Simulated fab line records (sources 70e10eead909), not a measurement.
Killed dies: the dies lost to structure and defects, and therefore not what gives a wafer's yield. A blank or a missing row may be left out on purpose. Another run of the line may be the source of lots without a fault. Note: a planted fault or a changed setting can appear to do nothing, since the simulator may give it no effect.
Which tool did it? | flow nandHarc | 72 wafers from 24 lots sampled at 3 of the route's 1159 steps

## WHAT EACH GAUGE READ, for each wafer
NHARC_P_M2_INSPECT_27. Usual: rawDefectCount at 356, with a standard deviation of 150.
lot  | measured     | on               | rawDefectCount | flag
L074 | day 5 22:04  | defectInspect-02 | 643 285 309    | 
L075 | day 6 20:23  | defectInspect-02 | 212 227 389    | 
L076 | day 6 20:44  | defectInspect-01 | 282 322 215    | 
L077 | day 7 07:12  | defectInspect-01 | 428 473 336    | 
L078 | day 7 11:04  | defectInspect-02 | 335 496 696    | 
L079 | day 7 11:32  | defectInspect-01 | 539 399 860    | 
L080 | day 7 16:26  | defectInspect-01 | 612 529 554    | 
L081 | day 8 01:32  | defectInspect-01 | 349 578 246    | 
L082 | day 8 02:35  | defectInspect-01 | 510 399 508    | 
L083 | day 8 11:46  | defectInspect-01 | 282 307 263    | 
L084 | day 8 17:22  | defectInspect-01 | 483 477 400    | 
L087 | day 9 09:05  | defectInspect-01 | 218 180 240    | 
L086 | day 9 09:52  | defectInspect-02 | 203 144 266    | 
L085 | day 9 10:10  | defectInspect-01 | 642 447 292    | 
L089 | day 10 02:36 | defectInspect-01 | 115 266 135    | 
L091 | day 10 04:19 | defectInspect-02 | 301 313 229    | 
L088 | day 10 04:25 | defectInspect-01 | 370 278 272    | 
L090 | day 10 09:37 | defectInspect-02 | 178 363 247    | 
L092 | day 10 15:25 | defectInspect-01 | 332 192 288    | 
L094 | day 11 10:37 | defectInspect-01 | 478 387 401    | 
L093 | day 11 10:41 | defectInspect-02 | 261 290 190    | 
L095 | day 11 12:42 | defectInspect-01 | 223 500 212    | 
L096 | day 11 16:39 | defectInspect-01 | 418 785 489    | 
L097 | day 11 17:40 | defectInspect-02 | 339 212 154    | 

NHARC_A_SOURCE_PLATE_THK_MEAS_09: measures by ellipsometry. Usual: thkNm at 9.8 nm, with a standard deviation of 0.92.
lot  | measured     | on           | thkNm (nm)     | flag
L074 | day 6 13:14  | filmMetro-02 | 10.4 10.8 9.9  | 
L075 | day 7 11:11  | filmMetro-01 | 8.7 9.8 9.7    | 
L076 | day 7 11:11  | filmMetro-02 | 8.4 9.1 11.9   | 
L077 | day 7 21:58  | filmMetro-02 | 8.7 11.0 9.5   | 
L078 | day 8 01:56  | filmMetro-02 | 10.8 10.1 8.1  | 
L079 | day 8 01:56  | filmMetro-01 | 10.0 8.7 11.2  | 
L080 | day 8 10:11  | filmMetro-01 | 9.3 9.2 11.4   | 
L081 | day 8 16:24  | filmMetro-02 | 10.7 8.1 9.1   | 
L082 | day 8 16:24  | filmMetro-01 | 8.2 9.5 10.3   | 
L083 | day 9 03:22  | filmMetro-02 | 9.7 10.5 9.4   | 
L084 | day 9 07:59  | filmMetro-02 | 10.5 9.6 9.9   | 
L087 | day 10 00:45 | filmMetro-02 | 10.9 10.4 10.7 | 
L086 | day 10 00:46 | filmMetro-02 | 10.6 10.0 8.5  | 
L085 | day 10 00:45 | filmMetro-01 | 10.3 11.6 10.8 | 
L089 | day 10 17:43 | filmMetro-02 | 8.8 10.3 8.8   | 
L091 | day 10 17:43 | filmMetro-01 | 10.2 9.8 11.4  | 
L088 | day 10 17:43 | filmMetro-01 | 9.4 10.6 10.6  | 
L090 | day 11 00:20 | filmMetro-01 | 9.2 11.2 9.3   | 
L092 | day 11 06:16 | filmMetro-02 | 9.8 11.2 9.0   | 
L094 | day 12 01:32 | filmMetro-01 | 9.6 9.0 11.0   | 
L093 | day 12 01:32 | filmMetro-02 | 10.5 9.4 8.7   | 
L095 | day 12 01:32 | filmMetro-02 | 10.8 9.9 11.7  | 
L096 | day 12 07:23 | filmMetro-02 | 9.5 9.2 10.7   | 
L097 | day 12 07:23 | filmMetro-01 | 8.3 10.5 10.1  | 

NHARC_A_ONON_D1_THK_MEAS_11: measures by ellipsometry. Usual: thkNm at 1000 nm, with a standard deviation of 12.
lot  | measured     | on           | thkNm (nm)     | flag
L074 | day 7 04:43  | filmMetro-01 | 977 975 976    | 
L075 | day 8 03:22  | filmMetro-01 | 1007 1008 1008 | 
L076 | day 8 03:23  | filmMetro-01 | 1009 1009 1009 | 
L077 | day 8 15:23  | filmMetro-02 | 997 1001 1000  | 
L078 | day 8 15:07  | filmMetro-02 | 1001 999 1002  | 
L079 | day 8 15:28  | filmMetro-02 | 991 991 990    | 
L080 | day 9 02:05  | filmMetro-01 | 993 995 995    | 
L081 | day 9 09:17  | filmMetro-02 | 1019 1021 1018 | 
L082 | day 9 09:15  | filmMetro-01 | 990 992 990    | 
L083 | day 9 18:45  | filmMetro-02 | 997 998 999    | 
L084 | day 9 23:23  | filmMetro-02 | 1013 1011 1011 | 
L087 | day 10 15:56 | filmMetro-01 | 988 988 988    | 
L086 | day 10 15:59 | filmMetro-01 | 1006 1006 1007 | 
L085 | day 10 15:59 | filmMetro-02 | 1028 1024 1026 | 
L089 | day 11 10:02 | filmMetro-02 | 989 987 987    | 
L091 | day 11 10:13 | filmMetro-01 | 1004 1005 1003 | 
L088 | day 11 09:52 | filmMetro-02 | 1001 999 1001  | 
L090 | day 11 15:51 | filmMetro-02 | 991 988 990    | 
L092 | day 11 23:08 | filmMetro-01 | 991 990 990    | 
L094 | day 12 17:37 | filmMetro-02 | 989 991 989    | 
L093 | day 12 17:34 | filmMetro-02 | 1018 1019 1017 | 
L095 | day 12 17:35 | filmMetro-01 | 992 992 992    | 
L096 | day 12 22:33 | filmMetro-02 | 1014 1014 1015 | 
L097 | day 12 22:34 | filmMetro-02 | 992 992 990    | 

## EACH LOT AND THE TOOL THAT RAN IT (in order: tool; ch and the chambers of the sampled wafers; start)
No process step before these readings appears in the record.

## WHAT THE TOOLS THEMSELVES READ (means of the sampled wafers that have a number; where no wafer has one, the mark that the record gives instead)
The record holds no such reading with a usual standard deviation.

## THE ANSWER, worked out from the rows above alone
Rule: a lot counts as off when the mean over its wafers that have a number is more than 3 standard deviations away from the usual mean. Also off: a lot with no number at a reading for which 4 or more lots have one. Any other lot the step has rows for is counted as sound. Order of review: gauges by route order, followed by the tools' own readings, for which a lot's mean as printed above is used. The first step at which some lot is off is used, and at that step the reading that is off furthest; a lot without a number counts as furthest.
No lot is off on any of the readings shown, so nothing can be concluded from this.

## WHAT THE SIMULATOR HAD PUT IN
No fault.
